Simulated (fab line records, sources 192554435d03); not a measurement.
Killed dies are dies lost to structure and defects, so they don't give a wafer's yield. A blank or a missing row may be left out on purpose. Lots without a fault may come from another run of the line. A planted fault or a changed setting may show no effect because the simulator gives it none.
One fault seen from 3 desks | flow n5_finfet | each desk has only its own numbers; what lay behind them comes last

THE METROLOGY DESK
What the gauges read, lot by lot, whatever tool the lot ran on: means of the sampled wafers that have a number. A lot is out of limits, marked OUT, if its mean lies more than 4 standard deviations from the usual mean; the brackets give that distance. Of its 10 readings 7 are shown: those that lie furthest out on some lot.
Columns: A = DIBL_N at N5_BEOL_M4_RC_MEAS_101, usual 37.1 mV/V; B = IOFF_N at N5_BEOL_M4_RC_MEAS_101, usual 0.17 nA/um; C = IOFF_P at N5_BEOL_M4_RC_MEAS_101, usual 0.22 nA/um; D = ION_N at N5_BEOL_M4_RC_MEAS_101, usual 680 uA/um; E = SS_N at N5_BEOL_M4_RC_MEAS_101, usual 71.7 mV/dec; F = SS_P at N5_BEOL_M4_RC_MEAS_101, usual 73.6 mV/dec; G = VT_P at N5_BEOL_M4_RC_MEAS_101, usual -251 mV
lot  | first seen here | A    | B    | C    | D   | E    | F    | G
L650 | day 8 22:56     | 36.2 | 0.16 | 0.20 | 681 | 71.5 | 73.4 | -253
L648 | day 9 01:41     | 35.9 | 0.17 | 0.24 | 676 | 72.0 | 73.7 | -246
L651 | day 9 10:14     | 36.3 | 0.18 | 0.25 | 686 | 71.2 | 73.6 | -247
L647 | day 9 21:03     | 38.5 | 0.19 | 0.23 | 687 | 71.9 | 73.4 | -249
L652 | day 10 00:26    | 38.1 | 0.19 | 0.23 | 691 | 71.9 | 74.1 | -249
L658 | day 11 00:59    | 37.0 | 0.16 | 0.21 | 678 | 71.4 | 73.8 | -250
L660 | day 12 19:37    | 38.0 | 0.17 | 0.23 | 678 | 71.0 | 73.9 | -250
L665 | day 12 22:56    | 34.3 | 0.14 | 0.21 | 678 | 71.0 | 73.4 | -250
L667 | day 14 01:49    | 36.4 | 0.16 | 0.21 | 672 | 71.9 | 72.9 | -251
L670 | day 14 13:47    | 37.7 | 0.19 | 0.26 | 686 | 72.3 | 73.2 | -244
This desk's finding: nothing out of limits on any of the 10 lots.

THE DEFECT DESK
What the inspections along the route counted, lot by lot: means of the sampled wafers that have a number. A lot is out of limits, marked OUT, if its mean lies more than 4 standard deviations from the usual mean; the brackets give that distance.
Columns: A = raw_defect_count at N5_MOL_CONTACT_COAG_INSPECT_97, usual 42
lot  | first seen here | A
L648 | day 6 07:08     | 49
L650 | day 6 11:29     | 28
L651 | day 6 14:37     | 26
L647 | day 6 17:34     | 40
L652 | day 6 17:38     | 20
L658 | day 8 04:20     | 27
L660 | day 8 22:19     | 32
L665 | day 9 23:09     | 44
L667 | day 10 09:52    | 62
L670 | day 11 10:23    | 33
This desk's finding: nothing out of limits on any of the 10 lots.

THE TOOL OWNER'S DESK: litho_track-01
The tool's own readings at N5_BEOL_M0_SAQP_COAT_82 (time 60 s, resist thk 30 nm): means of the sampled wafers that have a number, for each lot that ran on this tool. A lot is out of limits, marked OUT, if its mean lies more than 4 standard deviations from the usual mean; the brackets give that distance.
Columns: A = heater_power_total_W at N5_BEOL_M0_SAQP_COAT_82, usual 427.6 W; B = run_length_s at N5_BEOL_M0_SAQP_COAT_82, usual 66.19 s
lot  | first seen here | A               | B
L651 | day 6 18:12     | 429.7           | 66.15
L652 | day 6 19:17     | 427.1           | 65.98
L658 | day 8 05:31     | 494.1 (+30) OUT | 53.25 (-56) OUT
L660 | day 9 01:01     | 493.6 (+30) OUT | 53.27 (-56) OUT
This desk's finding: out of limits on L658, L660; first on L658, day 8 05:31 (heater_power_total_W at N5_BEOL_M0_SAQP_COAT_82). In limits: L651, L652.

PUT TOGETHER
The tool owner's desk could have raised an alarm at day 8 05:31, on L658, L660.
The metrology desk saw nothing out of limits.
The defect desk saw nothing out of limits.
The metrology desk has L658, L660 on record, within its limits.
The defect desk has L658, L660 on record, within its limits.
Of the lots named, all ran N5_BEOL_M0_SAQP_COAT_82 on litho_track-01.

WHAT THE SIMULATOR HAD PUT IN
Process parameter drift: litho_track-01, from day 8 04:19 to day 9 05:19, at N5_BEOL_M0_SAQP_COAT_82. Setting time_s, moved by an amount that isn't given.
Lots struck among those shown: L658, L660.
Hours from the fault's start to each desk's first reading out of limits: the tool owner's desk, 1.
